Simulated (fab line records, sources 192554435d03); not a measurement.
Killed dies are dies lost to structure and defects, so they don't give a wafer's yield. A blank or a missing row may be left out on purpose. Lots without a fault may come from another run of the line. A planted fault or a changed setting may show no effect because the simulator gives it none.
fab line records | flow n5_finfet
record lots=24 wafers=72 last_day=17
route steps=1938 shown BEOL_M4@1064
lots that met no fault: from a run of the same line without faults
start_h: hours from the record's first day to the start of the lot's first wafer shown | wait_h: hours since the lot's step before | " the same as in the row above | L1.1+2: a row that stands for several wafers | - no value, or no start given | * or withheld: withheld | < > ~ a bound
route shown NAME@n: a module of which the file shows steps, and the number in the route of the first | usual: mean/standard deviation of fault-free wafers | same: alike in all rows | chamber/n: place in a boat | sites: the reading at each site | _std_site: their standard deviation | _edge_site: outer sites' mean less inner sites' | radius_mm: how far each site lies from the wafer's centre | mask NAME#n: copy n | behind: the tool/chamber that last shaped the wafer | hold: why the lot was held/for how many hours/how that ended | device: the transistor (n, p or np) that didn't switch | end of line: the same wafers' tests at the end of the route | a step without rows: its recipe alone | killed: dies lost to structure and defects at the first sort, not the wafer's yield | map: a wafer's dies, x killed, . not, _ none there
set.NAME: the setting as run; set.NAME@STEP: as run at that earlier step | model.NAME: the simulator's own value behind a step, which no gauge read
steps of the route over a sample of lots; a table a step, a row a wafer
services: from which hour (start_h, from the record's first day; less than 0 if before it) a tool's chamber was out of use, for how many hours, and why
## steps
# step N5_BEOL_M4_ETCH_70
# recipe chemistry=N2/H2 target=SOC target_depth_a=800 overetch_a=240 mask_material=SiARC temp_c=40 time_s=130 ion_energy_ev=200 pressure_mtorr=30 source_w=840 bias_w=150 n2_flow_sccm=200 h2_flow_sccm=200
# usual drypump_motor_current_A=5.7/0.49 oes_product_au=0.60/0.052 rf_vpp_V=523.6/2.6 showerhead_plenum_p_Torr=2.54/0.096 throttle_valve_pct=17.76/0.18
# columns lot.wafer tool chamber start_h wait_h drypump_motor_current_A oes_product_au rf_hours_counter_h rf_vpp_V showerhead_plenum_p_Torr throttle_valve_pct
L074.4 rie_diel-06 2 153.55 0.0 5.4 0.67 26 527.5 2.71 17.82
L074.5 " 0 " " 5.3 0.66 - 529.3 2.72 17.71
L074.6 " 1 " " 6.6 0.60 - 522.2 2.46 17.94
L075.2 rie_diel-01 3 168.91 0.0 5.7 0.63 35 522.4 2.48 17.70
L075.3 " 0 " " 6.1 0.52 224 522.3 2.41 18.04
L075.4 " 0 " " 6.1 0.53 - 521.0 2.41 18.02
L076.1 rie_diel-01 3 172.02 0.0 5.7 0.63 38 521.7 2.48 17.72
L076.3 " 0 " " 6.1 0.52 226 520.1 2.41 18.02
L076.4 " 1 " " 5.3 0.52 - 521.8 2.52 17.99
L077.2 rie_diel-01 0 173.05 0.0 6.1 0.53 227 519.9 2.41 18.04
L077.4 " 1 " " 5.3 0.51 - 523.4 2.52 18.00
L077.5 " 0 " " 6.1 0.53 - 521.7 2.41 18.03
L078.1 rie_diel-02 1 188.51 0.0 5.6 0.61 67 525.6 2.58 17.48
L078.2 " 2 " " 5.8 0.59 85 528.2 2.69 17.75
L078.4 " 0 " " 5.8 0.62 45 524.2 2.61 17.54
L079.2 rie_diel-01 0 188.96 0.0 6.1 0.53 233 518.4 2.41 18.04
L079.3 " 3 " " 5.7 0.62 45 522.2 2.47 17.74
L079.5 " 3 " " 5.7 0.62 - 522.9 2.47 17.73
L080.1 rie_diel-01 0 195.63 0.0 6.1 0.53 236 519.7 2.40 18.04
L080.5 " 1 " " 5.3 0.51 - 523.7 2.52 18.01
L080.6 " 0 " " 6.1 0.52 - 519.3 2.40 18.03
L081.2 rie_diel-02 1 196.21 0.0 5.6 0.61 69 525.7 2.58 17.48
L081.3 " 2 " " 5.8 0.59 88 526.8 2.69 17.74
L081.5 " 3 " " 4.7 0.60 - 522.4 2.46 17.75
L082.1 rie_diel-01 2 213.97 0.0 6.4 0.67 11 522.0 2.49 17.48
L082.4 " 3 " " 5.7 0.61 54 520.3 2.47 17.74
L082.6 " 0 " " 6.1 0.52 - 519.9 2.40 18.06
L083.1 rie_diel-06 3 216.18 0.0 5.2 0.61 65 527.2 2.66 17.56
L083.2 " 1 " " 6.7 0.58 121 522.3 2.45 17.95
L083.5 " 1 " " 6.7 0.58 - 522.0 2.46 17.98
L084.1 rie_diel-02 0 216.19 0.0 5.8 0.62 56 524.0 2.60 17.57
L084.2 " 3 " " 4.8 0.60 87 521.6 2.45 17.77
L084.4 " 2 " " 5.8 0.59 95 528.5 2.69 17.75
L085.2 rie_diel-02 0 222.02 0.0 5.8 0.61 58 524.7 2.60 17.58
L085.5 " 2 " " 5.7 0.59 - 527.0 2.69 17.74
L085.6 " 3 " " 4.7 0.60 - 521.3 2.45 17.78
L086.1 rie_diel-06 0 241.04 0.0 5.3 0.63 39 528.6 2.71 17.76
L086.3 " 1 " " 6.7 0.58 129 522.0 2.45 17.99
L086.4 " 3 " " 5.2 0.61 71 527.6 2.66 17.60
L087.3 rie_diel-01 3 243.78 0.0 5.7 0.60 64 523.8 2.47 17.78
L087.4 " 1 " " 5.3 0.50 - 522.8 2.51 18.04
L087.6 " 3 " " 5.7 0.61 - 521.7 2.47 17.76
L088.3 rie_diel-02 0 244.51 0.0 5.8 0.60 67 525.6 2.60 17.58
L088.5 " 0 " " 5.8 0.61 - 526.3 2.60 17.58
L088.6 " 1 " " 5.6 0.60 - 523.5 2.57 17.51
L089.4 rie_diel-02 0 250.95 0.0 5.8 0.60 71 525.1 2.59 17.60
L089.5 " 2 " " 5.8 0.58 - 526.1 2.68 17.76
L089.6 " 1 " " 5.6 0.59 - 524.3 2.57 17.51
L090.3 rie_diel-01 3 260.62 0.0 5.7 0.59 71 521.8 2.46 17.77
L090.5 " 2 " " 6.4 0.65 - 522.3 2.48 17.53
L090.6 " 3 " " 5.7 0.59 - 522.8 2.46 17.78
L091.1 rie_diel-01 2 264.97 0.0 6.3 0.65 31 521.4 2.48 17.54
L091.4 " 3 " " 5.7 0.59 - 520.6 2.46 17.78
L091.5 " 2 " " 6.4 0.64 - 521.5 2.48 17.54
L092.1 rie_diel-02 3 269.64 0.0 4.7 0.58 107 521.6 2.44 17.83
L092.3 " 3 " " 4.7 0.58 - 521.6 2.44 17.81
L092.6 " 0 " " 5.8 0.60 - 524.3 2.59 17.60
L093.2 rie_diel-01 3 272.29 0.0 5.7 0.60 77 521.2 2.46 17.79
L093.4 " 0 " " 6.1 0.72 - 527.1 2.72 17.62
L093.6 " 3 " " 5.7 0.59 - 522.2 2.46 17.77
L094.1 rie_diel-01 3 275.78 0.0 5.7 0.59 79 522.6 2.46 17.81
L094.2 " 2 " " 6.4 0.64 37 522.7 2.48 17.54
L094.6 " 0 " " 6.1 0.71 - 528.7 2.72 17.63
L095.1 rie_diel-01 3 296.66 0.0 5.7 0.59 85 521.5 2.46 17.79
L095.5 " 2 " " 6.3 0.63 - 521.0 2.47 17.54
L095.6 " 1 " " 5.3 0.73 - 522.8 2.51 17.67
L096.1 rie_diel-02 1 301.48 0.0 5.6 0.59 101 522.9 2.56 17.54
L096.2 " 0 " " 5.8 0.59 92 524.2 2.58 17.64
L096.6 " 0 " " 5.9 0.58 - 523.7 2.58 17.66
L097.1 rie_diel-06 2 316.91 0.0 5.4 0.60 81 527.6 2.68 17.92
L097.3 " 3 " " 5.1 0.60 96 527.6 2.65 17.63
L097.5 " 2 " " 5.4 0.61 - 528.7 2.68 17.91
# step N5_BEOL_M4_ETCH_41
# recipe chemistry=CH3F/O2 target=SiCN target_depth_a=299 taper_deg=2 time_s=52.5 ion_energy_ev=120 mask_material=TiN pressure_mtorr=30 source_w=395 bias_w=75 Ar_flow_sccm=150 CH3F_flow_sccm=30 O2_flow_sccm=20
# usual drypump_motor_current_A=5.7/0.49 oes_product_au=0.81/0.075 rf_vpp_V=297.2/1.7 showerhead_plenum_p_Torr=1.99/0.075 throttle_valve_pct=16.28/0.18
# columns lot.wafer tool chamber start_h wait_h drypump_motor_current_A oes_product_au rf_hours_counter_h rf_vpp_V showerhead_plenum_p_Torr throttle_valve_pct
L074.4 rie_diel-06 2 - - 5.4 0.91 26 299.6 2.13 16.33
L074.5 " 0 " " 5.3 0.92 - 298.2 2.13 16.17
L074.6 " 1 " " 6.7 0.80 - 294.8 1.92 16.32
L075.2 rie_diel-01 3 - - 5.7 0.86 35 295.8 1.95 16.25
L075.3 " 0 " " 6.1 0.72 224 294.4 1.90 16.59
L075.4 " 0 " " 6.1 0.72 - 294.4 1.90 16.58
L076.1 rie_diel-01 3 - - 5.7 0.85 38 296.2 1.95 16.26
L076.3 " 0 " " 6.1 0.71 226 294.0 1.90 16.56
L076.4 " 1 " " 5.3 0.70 - 298.1 1.98 16.47
L077.2 rie_diel-01 0 - - 6.1 0.71 227 295.7 1.90 16.60
L077.4 " 1 " " 5.3 0.70 - 296.9 1.98 16.47
L077.5 " 0 " " 6.1 0.72 - 294.9 1.90 16.58
L078.1 rie_diel-02 1 - - 5.6 0.84 67 297.3 2.01 15.99
L078.2 " 2 " " 5.8 0.81 86 299.9 2.10 16.15
L078.4 " 0 " " 5.8 0.85 46 297.9 2.04 16.03
L079.2 rie_diel-01 0 - - 6.1 0.71 233 295.3 1.90 16.60
L079.3 " 3 " " 5.7 0.83 45 295.4 1.94 16.29
L079.5 " 3 " " 5.7 0.84 - 296.4 1.94 16.27
L080.1 rie_diel-01 0 - - 6.1 0.70 236 297.1 1.90 16.62
L080.5 " 1 " " 5.3 0.68 - 296.6 1.98 16.48
L080.6 " 0 " " 6.1 0.70 - 297.5 1.90 16.61
L081.2 rie_diel-02 1 - - 5.6 0.83 69 298.5 2.01 15.98
L081.3 " 2 " " 5.7 0.80 88 300.0 2.10 16.16
L081.5 " 3 " " 4.7 0.81 - 296.8 1.93 16.37
L082.1 rie_diel-01 2 - - 6.4 0.92 12 295.7 1.95 16.07
L082.4 " 3 " " 5.7 0.82 54 297.1 1.94 16.30
L082.6 " 0 " " 6.1 0.70 - 295.2 1.89 16.61
L083.1 rie_diel-06 3 - - 5.1 0.85 65 298.8 2.10 16.21
L083.2 " 1 " " 6.7 0.80 121 296.2 1.92 16.34
L083.5 " 1 " " 6.7 0.78 - 295.7 1.92 16.36
L084.1 rie_diel-02 0 - - 5.8 0.84 56 298.8 2.04 16.05
L084.2 " 3 " " 4.7 0.81 87 295.4 1.93 16.39
L084.4 " 2 " " 5.8 0.80 95 298.5 2.10 16.17
L085.2 rie_diel-02 0 - - 5.8 0.83 58 298.4 2.04 16.05
L085.5 " 2 " " 5.7 0.79 - 300.1 2.10 16.18
L085.6 " 3 " " 4.8 0.81 - 297.4 1.93 16.39
L086.1 rie_diel-06 0 - - 5.3 0.86 39 300.3 2.12 16.23
L086.3 " 1 " " 6.6 0.77 129 297.3 1.91 16.38
L086.4 " 3 " " 5.1 0.83 72 300.5 2.10 16.22
L087.3 rie_diel-01 3 - - 5.7 0.82 64 296.0 1.94 16.32
L087.4 " 1 " " 5.3 0.67 - 297.1 1.97 16.51
L087.6 " 3 " " 5.7 0.81 - 296.7 1.94 16.32
L088.3 rie_diel-02 0 - - 5.8 0.82 68 297.8 2.04 16.09
L088.5 " 0 " " 5.8 0.81 - 297.2 2.04 16.07
L088.6 " 1 " " 5.6 0.80 - 297.4 2.01 16.02
L089.4 rie_diel-02 0 - - 5.8 0.82 71 298.1 2.03 16.09
L089.5 " 2 " " 5.7 0.78 - 299.7 2.10 16.20
L089.6 " 1 " " 5.5 0.81 - 297.4 2.01 16.02
L090.3 rie_diel-01 3 - - 5.7 0.81 71 296.3 1.94 16.34
L090.5 " 2 " " 6.4 0.87 - 294.9 1.95 16.10
L090.6 " 3 " " 5.7 0.81 - 296.1 1.94 16.33
L091.1 rie_diel-01 2 - - 6.4 0.87 32 298.7 1.95 16.11
L091.4 " 3 " " 5.7 0.81 - 297.1 1.94 16.34
L091.5 " 2 " " 6.4 0.87 - 295.8 1.95 16.10
L092.1 rie_diel-02 3 - - 4.8 0.78 108 294.1 1.92 16.43
L092.3 " 3 " " 4.8 0.79 - 295.3 1.92 16.42
L092.6 " 0 " " 5.8 0.81 - 299.5 2.03 16.10
L093.2 rie_diel-01 3 - - 5.7 0.80 77 296.3 1.93 16.35
L093.4 " 0 " " 6.1 0.98 - 301.1 2.14 16.17
L093.6 " 3 " " 5.7 0.80 - 294.9 1.93 16.35
L094.1 rie_diel-01 3 - - 5.7 0.80 79 295.4 1.93 16.33
L094.2 " 2 " " 6.4 0.87 37 295.7 1.95 16.10
L094.6 " 0 " " 6.1 0.98 - 300.0 2.14 16.14
L095.1 rie_diel-01 3 - - 5.7 0.80 85 295.9 1.93 16.35
L095.5 " 2 " " 6.4 0.86 - 296.5 1.94 16.13
L095.6 " 1 " " 5.3 1.00 - 294.3 1.97 16.10
L096.1 rie_diel-02 1 - - 5.6 0.78 101 298.9 2.00 16.07
L096.2 " 0 " " 5.8 0.80 92 298.6 2.03 16.11
L096.6 " 0 " " 5.8 0.79 - 297.9 2.03 16.12
L097.1 rie_diel-06 2 - - 5.5 0.83 81 299.4 2.11 16.42
L097.3 " 3 " " 5.1 0.81 96 299.9 2.09 16.27
L097.5 " 2 " " 5.5 0.83 - 300.1 2.11 16.44
# step N5_BEOL_M4_DEGAS_44
# recipe ambient=vacuum temp_c=250 time_s=60
# usual heater_power_w=325/26
# columns lot.wafer tool chamber start_h wait_h heater_power_w
L074.4 pvd_sputter-02 - 154.88 0.8 338
L074.5 " - " " 322
L074.6 " - " " 334
L075.2 pvd_sputter-02 - 170.25 0.8 351
L075.3 " - " " 326
L075.4 " - " " 339
L076.1 pvd_sputter-02 - 173.25 0.7 326
L076.3 " - " " 352
L076.4 " - " " 334
L077.2 pvd_sputter-03 - 173.90 0.3 352
L077.4 " - " " 304
L077.5 " - " " 348
L078.1 pvd_sputter-03 - 189.34 0.3 301
L078.2 " - " " 345
L078.4 " - " " 254
L079.2 pvd_sputter-03 - 189.54 0.1 350
L079.3 " - " " 300
L079.5 " - " " 298
L080.1 pvd_sputter-03 - 196.24 0.1 295
L080.5 " - " " 294
L080.6 " - " " 260
L081.2 pvd_sputter-02 - 196.76 0.0 365
L081.3 " - " " 339
L081.5 " - " " 319
L082.1 pvd_sputter-03 - 215.25 0.3 325
L082.4 " - " " 297
L082.6 " - " " 302
L083.1 pvd_sputter-02 - 217.15 0.5 330
L083.2 " - " " 363
L083.5 " - " " 339
L084.1 pvd_sputter-02 - 217.24 0.5 316
L084.2 " - " " 320
L084.4 " - " " 355
L085.2 pvd_sputter-03 - 222.65 0.1 347
L085.5 " - " " 254
L085.6 " - " " 323
L086.1 pvd_sputter-02 - 241.77 0.2 326
L086.3 " - " " 323
L086.4 " - " " 351
L087.3 pvd_sputter-01 - 244.76 0.5 349
L087.4 " - " " 346
L087.6 " - " " 340
L088.3 pvd_sputter-02 - 245.08 0.0 335
L088.5 " - " " 321
L088.6 " - " " 335
L089.4 pvd_sputter-03 - 251.53 0.1 259
L089.5 " - " " 301
L089.6 " - " " 255
L090.3 pvd_sputter-02 - 261.17 0.0 363
L090.5 " - " " 318
L090.6 " - " " 328
L091.1 pvd_sputter-02 - 265.76 0.3 353
L091.4 " - " " 322
L091.5 " - " " 355
L092.1 pvd_sputter-02 - 270.39 0.1 326
L092.3 " - " " 340
L092.6 " - " " 320
L093.2 pvd_sputter-02 - 273.25 0.4 337
L093.4 " - " " 325
L093.6 " - " " 330
L094.1 pvd_sputter-02 - 276.50 0.2 354
L094.2 " - " " 337
L094.6 " - " " 334
L095.1 pvd_sputter-03 - 297.22 0.0 327
L095.5 " - " " 299
L095.6 " - " " 258
L096.1 pvd_sputter-02 - 302.18 0.1 325
L096.2 " - " " 321
L096.6 " - " " 330
L097.1 pvd_sputter-02 - 317.57 0.2 330
L097.3 " - " " 327
L097.5 " - " " 325
# step N5_BEOL_M4_ANNEAL_49
# recipe temp_c=400 time_s=240 ambient=vacuum
# usual heater_power_w=810/81
# columns lot.wafer tool chamber start_h wait_h heater_power_w
L074.4 pvd_sputter-02 - 155.66 0.0 822
L074.5 " - " " 868
L074.6 " - " " 849
L075.2 pvd_sputter-01 - 171.41 0.0 902
L075.3 " - " " 702
L075.4 " - " " 859
L076.1 pvd_sputter-02 - 173.93 0.0 845
L076.3 " - " " 807
L076.4 " - " " 897
L077.2 pvd_sputter-01 - 174.59 0.0 890
L077.4 " - " " 871
L077.5 " - " " 891
L078.1 pvd_sputter-03 - 190.00 0.0 744
L078.2 " - " " 816
L078.4 " - " " 858
L079.2 pvd_sputter-01 - 191.70 0.0 708
L079.3 " - " " 841
L079.5 " - " " 864
L080.1 pvd_sputter-03 - 196.89 0.0 822
L080.5 " - " " 738
L080.6 " - " " 854
L081.2 pvd_sputter-01 - 198.35 0.0 870
L081.3 " - " " 698
L081.5 " - " " 850
L082.1 pvd_sputter-01 - 216.27 0.0 867
L082.4 " - " " 857
L082.6 " - " " 894
L083.1 pvd_sputter-03 - 218.07 0.0 741
L083.2 " - " " 819
L083.5 " - " " 888
L084.1 pvd_sputter-02 - 218.25 0.0 795
L084.2 " - " " 843
L084.4 " - " " 888
L085.2 pvd_sputter-02 - 223.67 0.0 854
L085.5 " - " " 876
L085.6 " - " " 836
L086.1 pvd_sputter-02 - 242.56 0.0 799
L086.3 " - " " 901
L086.4 " - " " 833
L087.3 pvd_sputter-02 - 245.57 0.0 883
L087.4 " - " " 800
L087.6 " - " " 878
L088.3 pvd_sputter-03 - 246.04 0.0 872
L088.5 " - " " 801
L088.6 " - " " 636
L089.4 pvd_sputter-03 - 252.24 0.0 766
L089.5 " - " " 624
L089.6 " - " " 747
L090.3 pvd_sputter-03 - 263.55 0.0 875
L090.5 " - " " 770
L090.6 " - " " 618
L091.1 pvd_sputter-01 - 266.63 0.0 873
L091.4 " - " " 887
L091.5 " - " " 715
L092.1 pvd_sputter-03 - 271.24 0.0 630
L092.3 " - " " 905
L092.6 " - " " 744
L093.2 pvd_sputter-03 - 273.89 0.0 872
L093.4 " - " " 765
L093.6 " - " " 751
L094.1 pvd_sputter-01 - 278.51 0.0 874
L094.2 " - " " 721
L094.6 " - " " 923
L095.1 pvd_sputter-01 - 297.85 0.0 894
L095.5 " - " " 853
L095.6 " - " " 897
L096.1 pvd_sputter-03 - 303.25 0.0 629
L096.2 " - " " 863
L096.6 " - " " 802
L097.1 pvd_sputter-01 - 318.34 0.0 682
L097.3 " - " " 885
L097.5 " - " " 836
# step N5_BEOL_M4_SPUTTER_86
# recipe material=Cu target_thk_a=45 temp_c=-20 chamber_pressure_pa=0.07 power_w=withheld time_s=8.29
# usual throttle_valve_pct=29.6/1.2
# columns lot.wafer tool chamber start_h wait_h throttle_valve_pct
L074.4 pvd_sputter-02 - 156.24 0.1 29.4
L074.5 " - " " 29.0
L074.6 " - " " 30.2
L075.2 pvd_sputter-01 - 171.99 0.1 30.1
L075.3 " - " " 29.3
L075.4 " - " " 28.3
L076.1 pvd_sputter-02 - 174.51 0.1 29.9
L076.3 " - " " 30.0
L076.4 " - " " 28.7
L077.2 pvd_sputter-01 - 175.17 0.1 29.9
L077.4 " - " " 27.5
L077.5 " - " " 27.5
L078.1 pvd_sputter-03 - 190.58 0.1 30.8
L078.2 " - " " 29.5
L078.4 " - " " 31.8
L079.2 pvd_sputter-01 - 192.28 0.1 29.3
L079.3 " - " " 28.1
L079.5 " - " " 27.4
L080.1 pvd_sputter-03 - 197.47 0.1 29.0
L080.5 " - " " 31.2
L080.6 " - " " 32.2
L081.2 pvd_sputter-01 - 198.93 0.1 28.3
L081.3 " - " " 29.3
L081.5 " - " " 27.9
L082.1 pvd_sputter-01 - 216.85 0.1 27.4
L082.4 " - " " 28.2
L082.6 " - " " 27.3
L083.1 pvd_sputter-03 - 218.65 0.1 31.3
L083.2 " - " " 29.2
L083.5 " - " " 31.6
L084.1 pvd_sputter-02 - 218.90 0.1 30.1
L084.2 " - " " 29.9
L084.4 " - " " 28.6
L085.2 pvd_sputter-02 - 224.32 0.1 30.3
L085.5 " - " " 28.6
L085.6 " - " " 29.7
L086.1 pvd_sputter-02 - 243.14 0.1 29.8
L086.3 " - " " 28.7
L086.4 " - " " 30.0
L087.3 pvd_sputter-02 - 246.15 0.1 28.6
L087.4 " - " " 29.9
L087.6 " - " " 28.7
L088.3 pvd_sputter-03 - 246.62 0.1 32.0
L088.5 " - " " 29.0
L088.6 " - " " 29.3
L089.4 pvd_sputter-03 - 252.82 0.1 31.0
L089.5 " - " " 29.4
L089.6 " - " " 31.1
L090.3 pvd_sputter-03 - 264.13 0.1 31.7
L090.5 " - " " 31.2
L090.6 " - " " 29.7
L091.1 pvd_sputter-01 - 267.21 0.1 27.6
L091.4 " - " " 28.1
L091.5 " - " " 29.3
L092.1 pvd_sputter-03 - 271.82 0.1 29.6
L092.3 " - " " 31.7
L092.6 " - " " 31.1
L093.2 pvd_sputter-03 - 274.47 0.1 31.6
L093.4 " - " " 31.3
L093.6 " - " " 31.1
L094.1 pvd_sputter-01 - 279.09 0.1 27.4
L094.2 " - " " 29.3
L094.6 " - " " 30.3
L095.1 pvd_sputter-01 - 298.43 0.1 30.6
L095.5 " - " " 28.3
L095.6 " - " " 30.2
L096.1 pvd_sputter-03 - 303.83 0.1 29.5
L096.2 " - " " 31.8
L096.6 " - " " 29.3
L097.1 pvd_sputter-01 - 318.97 0.1 29.4
L097.3 " - " " 27.6
L097.5 " - " " 27.9
# step N5_BEOL_M4_ANNEAL_51
# recipe temp_c=225 time_s=90 ambient=N2
# usual wafer_temp_C_max=225.73/0.22
# columns lot.wafer tool chamber start_h wait_h wafer_temp_C_max
L074.4 rtp_anneal-02 0 157.67 0.2 225.49
L074.5 " 0 " " 225.64
L074.6 " 0 " " 225.61
L075.2 rtp_anneal-01 0 173.33 0.1 225.35
L075.3 " 0 " " 225.53
L075.4 " 0 " " 226.00
L076.1 rtp_anneal-01 0 175.80 0.1 226.15
L076.3 " 0 " " 225.64
L076.4 " 0 " " 226.12
L077.2 rtp_anneal-01 0 176.51 0.1 225.96
L077.4 " 0 " " 225.88
L077.5 " 0 " " 225.47
L078.1 rtp_anneal-01 0 191.87 0.1 225.45
L078.2 " 0 " " 225.79
L078.4 " 0 " " 225.82
L079.2 rtp_anneal-02 0 193.62 0.1 225.97
L079.3 " 0 " " 225.83
L079.5 " 0 " " 226.19
L080.1 rtp_anneal-02 0 198.77 0.1 225.40
L080.5 " 0 " " 225.54
L080.6 " 0 " " 225.85
L081.2 rtp_anneal-02 0 200.28 0.1 225.86
L081.3 " 0 " " 226.02
L081.5 " 0 " " 225.43
L082.1 rtp_anneal-02 0 218.15 0.1 225.64
L082.4 " 0 " " 225.66
L082.6 " 0 " " 225.84
L083.1 rtp_anneal-01 0 219.95 0.1 225.66
L083.2 " 0 " " 225.37
L083.5 " 0 " " 225.48
L084.1 rtp_anneal-01 0 220.34 0.1 225.65
L084.2 " 0 " " 226.02
L084.4 " 0 " " 225.74
L085.2 rtp_anneal-02 0 225.83 0.1 225.69
L085.5 " 0 " " 225.81
L085.6 " 0 " " 225.76
L086.1 rtp_anneal-02 0 244.43 0.1 226.08
L086.3 " 0 " " 225.68
L086.4 " 0 " " 225.86
L087.3 rtp_anneal-01 0 247.54 0.1 225.71
L087.4 " 0 " " 225.69
L087.6 " 0 " " 225.60
L088.3 rtp_anneal-01 0 248.00 0.1 226.38
L088.5 " 0 " " 225.95
L088.6 " 0 " " 225.79
L089.4 rtp_anneal-02 0 254.25 0.2 225.77
L089.5 " 0 " " 226.05
L089.6 " 0 " " 226.23
L090.3 rtp_anneal-01 0 265.52 0.1 225.53
L090.5 " 0 " " 225.73
L090.6 " 0 " " 225.65
L091.1 rtp_anneal-01 0 268.60 0.2 225.41
L091.4 " 0 " " 225.28
L091.5 " 0 " " 225.15
L092.1 rtp_anneal-02 0 273.11 0.1 225.79
L092.3 " 0 " " 225.76
L092.6 " 0 " " 225.94
L093.2 rtp_anneal-01 0 275.81 0.1 225.61
L093.4 " 0 " " 225.84
L093.6 " 0 " " 225.57
L094.1 rtp_anneal-02 0 280.40 0.1 225.38
L094.2 " 0 " " 225.80
L094.6 " 0 " " 226.20
L095.1 rtp_anneal-02 0 299.73 0.1 225.71
L095.5 " 0 " " 225.62
L095.6 " 0 " " 225.54
L096.1 rtp_anneal-01 0 305.13 0.1 225.65
L096.2 " 0 " " 225.79
L096.6 " 0 " " 225.61
L097.1 rtp_anneal-01 0 320.55 0.2 225.49
L097.3 " 0 " " 225.59
L097.5 " 0 " " 225.76
## services
# columns tool chamber start_h hours kind
rie_diel-02 0 145.20 4.2 repair
rie_diel-01 2 155.86 - clean
rie_diel-01 2 155.86 - consumable_replace:focus_ring
rie_diel-01 2 155.86 24.8 scheduled_down
rie_diel-01 2 155.86 24.8 vent_cycle
rie_diel-06 3 219.51 1.4 repair
rie_diel-01 0 239.19 - clean
rie_diel-01 0 239.19 - consumable_replace:focus_ring
rie_diel-01 0 239.19 - consumable_replace:showerhead
rie_diel-01 0 239.19 32.1 scheduled_down
rie_diel-01 0 239.19 32.1 vent_cycle
rie_diel-02 1 259.35 18.6 repair
rie_diel-01 1 271.35 - clean
rie_diel-01 1 271.35 - consumable_replace:focus_ring
rie_diel-01 1 271.35 14.4 scheduled_down
rie_diel-01 1 271.35 14.4 vent_cycle
## key
fault none
